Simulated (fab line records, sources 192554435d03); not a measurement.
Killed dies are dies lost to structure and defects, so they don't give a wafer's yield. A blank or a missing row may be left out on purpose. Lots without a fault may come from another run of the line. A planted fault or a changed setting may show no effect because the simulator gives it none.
One fault seen from 2 desks | flow n5_finfet | each desk has only its own numbers; what lay behind them comes last

THE METROLOGY DESK
What the gauges read, lot by lot, whatever tool the lot ran on: means of the sampled wafers that have a number. A lot is out of limits, marked OUT, if its mean lies more than 4 standard deviations from the usual mean; the brackets give that distance. Of its 12 readings 7 are shown: those that lie furthest out on some lot.
Columns: A = cd_nm at N5_ZERO_LAYER_CD_MEAS_11, usual 2000.1 nm; B = cd_nm at N5_WELL_APT_CD_MEAS_25, usual 200.4 nm; C = DIBL_N at N5_BEOL_M4_RC_MEAS_101, usual 36.3 mV/V; D = DIBL_P at N5_BEOL_M4_RC_MEAS_101, usual 36.2 mV/V; E = ION_N at N5_BEOL_M4_RC_MEAS_101, usual 676 uA/um; F = SS_N at N5_BEOL_M4_RC_MEAS_101, usual 71.4 mV/dec; G = SS_P at N5_BEOL_M4_RC_MEAS_101, usual 73.3 mV/dec
lot  | first seen here | A      | B     | C    | D    | E   | F    | G
L567 | day 1 12:46     | 2002.5 | 199.2 | 35.3 | 34.8 | 673 | 71.5 | 73.3
L568 | day 1 18:38     | 2002.1 | 201.5 | 38.5 | 37.8 | 678 | 72.1 | 73.6
L571 | day 2 12:39     | 2001.8 | 200.3 | 36.7 | 37.6 | 683 | 71.1 | 72.6
L576 | day 3 18:38     | 2001.8 | 197.0 | 34.6 | 35.9 | 687 | 71.4 | 72.8
L586 | day 6 06:46     | 2000.1 | 198.3 | 34.8 | 33.8 | 672 | 70.7 | 72.8
L587 | day 6 12:38     | 2000.8 | 201.0 | 35.0 | 35.8 | 675 | 70.9 | 72.3
L588 | day 6 18:47     | 1999.0 | 202.4 | 35.1 | 36.8 | 670 | 70.9 | 73.3
L589 | day 7 00:41     | 2000.7 | 200.0 | 36.7 | 37.2 | 683 | 71.9 | 73.9
L590 | day 7 06:38     | 1997.4 | 200.6 | 36.3 | 36.0 | 669 | 71.4 | 73.8
This desk's finding: nothing out of limits on any of the 9 lots.

THE TOOL OWNER'S DESK: krf_scanner-02
The tool's own readings at N5_WELL_APT_EXPOSE_22 (exposes mask PWELL, defocus 0 nm, target cd 200 nm): means of the sampled wafers that have a number, for each lot that ran on this tool. A lot is out of limits, marked OUT, if its mean lies more than 4 standard deviations from the usual mean; the brackets give that distance.
Columns: A = stage_vel_mm_s at N5_WELL_APT_EXPOSE_22, usual 500.0 mm/s
lot  | first seen here | A
L567 | day 1 15:02     | 499.9
L568 | day 1 20:32     | 500.2
L571 | day 2 15:03     | 499.8
L576 | day 3 21:22     | 499.7
L588 | day 6 20:49     | 499.9
L589 | day 7 03:10     | 500.4
L590 | day 7 08:43     | 500.1
This desk's finding: nothing out of limits on any of the 7 lots.

PUT TOGETHER
The metrology desk saw nothing out of limits.
The tool owner's desk saw nothing out of limits.

WHAT THE SIMULATOR HAD PUT IN
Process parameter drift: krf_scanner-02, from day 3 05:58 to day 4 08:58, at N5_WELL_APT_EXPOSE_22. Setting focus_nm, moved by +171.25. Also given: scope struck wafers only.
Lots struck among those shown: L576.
